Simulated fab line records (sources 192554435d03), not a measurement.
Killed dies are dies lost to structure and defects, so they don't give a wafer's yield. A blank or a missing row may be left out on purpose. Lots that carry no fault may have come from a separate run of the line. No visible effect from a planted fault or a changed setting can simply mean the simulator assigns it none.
Struck lot and sound lot, side by side    flow n5-finfet    15 steps out of a route of 1938
Sound: the wafers L699.2, L699.4, L699.6. Struck: wafer L710.6; the same lot's L710.5 was not struck, so it is left out; see the end for the cause.
Each step with rows lists, per side, the tool, then ch with its chambers, then its first start. Under that, the readings that differ: sound wafers    struck wafers    difference of the means    sigmas: that difference in standard deviations of wafers without a fault.
alike: words and numbers the same on both sides, and readings whose means are apart by under 2 such deviations; not compared: readings that were withheld, readings missing a value for some wafer, numbers with overlapping values and no deviation given by the record, and bounds like >300 which may hide the same value.
A row with sigmas, a row that says differs or no value, or rows on one side alone: a step with any of these is where the two part. Non-overlapping numbers with no deviation appear without sigmas and do not part them. A reading missing from all wafers of one side parts the sides only when that side holds two or more wafers.

N5_BEOL_M15_ANNEAL_48: time 90 s.
  sound on rtp-anneal-02 ch 0, day 12 22:11; struck on rtp-anneal-02 ch 0, day 15 10:58
  alike: wafer_temp_C_max
then, 1 step without rows for these wafers: N5_BEOL_M15_CMP_49 (polishes, stops on SiO2, t overpolish 4.9 s, target thk 850 nm).
N5_BEOL_M15_THK_MEAS_50: measures by xrf.
  sound on film-metro-02, day 12 23:19; struck on film-metro-02, day 15 11:23
  alike: M15_THK
then, 1 step without rows for these wafers: N5_BEOL_M15_PRE_CLEAN_52 (time 15 s).
N5_BEOL_M15_DEP_53: deposits SiCN from 3MS/NH3, target thk 50 nm, time 17.8 s.
  sound on pecvd-03 ch 0,2, day 12 23:23; struck on pecvd-02 ch 2, day 15 11:28
reading                 sound           struck  difference  sigmas
throttle-valve-pct (%)  22.0 22.3 16.5  17.3    -3.0        -2
  alike: showerhead-plenum-p-Torr, showerhead-vpp-V
N5_BEOL_M15_RS_MEAS_54: a four-point-probe measurement.
  sound on film-metro-01, day 12 23:27; struck on film-metro-02, day 15 11:31
  alike: M15_RS
N5_BEOL_M15_INSPECT_55: inspects for defects (darkfield).
  sound on defect-inspect-02, day 12 23:29; struck on defect-inspect-02, day 15 11:32
  alike: raw-defect-count
N5_BEOL_M15_RC_MEAS_101:
  sound on prober-02 ch 0, day 12 23:40; struck on prober-02 ch 0, day 15 12:11
reading           sound                  struck  difference  sigmas
COMB_M12 (S/m)    5.9e-12 5.5e-12 6e-12  9e-12   +3e-12      +2
SERP_M5 (ohm/um)  40.1 40.4 40.1         34.0    -6.2        -3
  alike: COMB_M10, COMB_M11, COMB_M13, COMB_M14, COMB_M15, COMB_M5, COMB_M6, COMB_M7, COMB_M8, COMB_M9, SERP_M10, SERP_M11, SERP_M12, SERP_M13, SERP_M14, SERP_M6, SERP_M7, SERP_M7_max_site, SERP_M8, SERP_M9
N5_PASSIVATION_PECVD_00: deposits SiO2 from SiH4/N2O, target thk 200 nm, time 11.2 s.
  sound on pecvd-01 ch 0,1,2, day 13 00:28; struck on pecvd-02 ch 0, day 15 12:33
reading             sound        struck  difference  sigmas
heater-power-w (W)  880 486 602  395     -261        -2
  alike: showerhead-plenum-p-Torr, showerhead-vpp-V, susceptor-temp-C, throttle-valve-pct
then, 1 step without rows for these wafers: N5_MIM_BOT_DEGAS_01 (time 60 s).
N5_MIM_BOT_SPUTTER_00: material TiN, target thk 35 nm, time 89.7 s.
  sound on pvd-sputter-02, day 13 01:35; struck on pvd-sputter-01, day 15 14:04
  alike: chamber-pressure-pa, susceptor-temp-C, throttle-valve-pct
then, 1 step without rows for these wafers: N5_MIM_TOP_ALD_00 (deposits Al2O3, purge time 3 s, co reactant pulse time 3 s).
N5_MIM_TOP_ALD_01: deposits HfO2, target thk 5.6 nm, pulse time 1 s, purge time 3 s.
  sound on ald-hk-03 ch 0,1, day 13 01:00; struck on ald-hk-03 ch 2, day 15 14:00
reading                                   sound        struck  difference  sigmas
ald-cycles                                62 62 62     104     +42         
model.HfO2_of_MIM_TOP_ALD_01.thk-nm (nm)  5.6 5.6 5.6  9.4     +3.8        
  alike: precursor-pulse-height-rel
N5_MIM_TOP_ALD_02: deposits Al2O3, purge time 3 s, co reactant pulse time 3 s.
  sound: ald-hk-03 ch 0,1; struck: ald-hk-03 ch 2
reading                     sound              struck  difference  sigmas
precursor-pulse-height-rel  1.016 0.989 0.985  0.940   -0.057      -3
after that, 1 step had no rows for these wafers: N5_PASSIVATION_PROBE_49.

WHERE THEY PART
Last at N5_MIM_TOP_ALD_02 as far as this record goes, first at N5_BEOL_M15_DEP_53.

WHY: what the simulator had put in
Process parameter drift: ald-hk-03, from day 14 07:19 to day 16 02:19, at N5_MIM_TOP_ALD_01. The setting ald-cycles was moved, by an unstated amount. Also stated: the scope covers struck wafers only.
